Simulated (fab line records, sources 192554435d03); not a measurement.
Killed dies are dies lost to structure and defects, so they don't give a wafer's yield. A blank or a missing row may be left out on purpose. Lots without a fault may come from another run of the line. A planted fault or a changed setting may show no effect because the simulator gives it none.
Which tool did it? | flow n5_finfet | 10 lots, 30 wafers sampled, at 1 step of a route of 1938

WHAT THE GAUGES READ, wafer by wafer
N5_BEOL_M13_THK_MEAS_01. Usual: M13_ILD_THK 839 nm, standard deviation 11.
lot  | measured     | on            | M13_ILD_THK (nm) | flag
L604 | day 10 20:07 | film_metro-02 | 821 833 848      |
L606 | day 11 19:00 | film_metro-02 | 832 849 860      |
L610 | day 13 09:56 | film_metro-01 | 820 840 825      |
L609 | day 14 14:03 | film_metro-01 | 841 829 844      |
L615 | day 14 23:17 | film_metro-02 | 837 841 854      |
L621 | day 16 10:47 | film_metro-01 | 838 849 857      |
L626 | day 17 09:07 | film_metro-02 | 833 848 843      |
L622 | day 17 09:32 | film_metro-02 | 832 838 850      |
L625 | day 17 15:31 | film_metro-01 | 824 829 830      |
L627 | day 17 17:16 | film_metro-01 | 841 839 855      |

WHICH TOOL RAN EACH LOT (tool, then ch and the chambers of the sampled wafers, then the start)
The record holds no process step before these readings.

WHAT THE TOOLS THEMSELVES READ (means of the sampled wafers that have a number; where no wafer has one, the mark that the record gives instead)
The record holds no such reading with a usual standard deviation.

THE ANSWER, worked out from the rows above alone
Rule: a lot is off if the mean of its wafers that have a number lies more than 3 standard deviations from the usual mean. A lot without any number at a reading at which 4 lots or more have one is off too. The other lots that the step has rows for count as sound. The gauges are gone through in route order, then the tools' own readings, and for those a lot's mean is taken as printed above. The first step at which some lot is off is used, and at that step the reading that is off furthest; a lot without a number counts as furthest.
No lot is off at any reading shown: from this, nothing can be told.

WHAT THE SIMULATOR HAD PUT IN
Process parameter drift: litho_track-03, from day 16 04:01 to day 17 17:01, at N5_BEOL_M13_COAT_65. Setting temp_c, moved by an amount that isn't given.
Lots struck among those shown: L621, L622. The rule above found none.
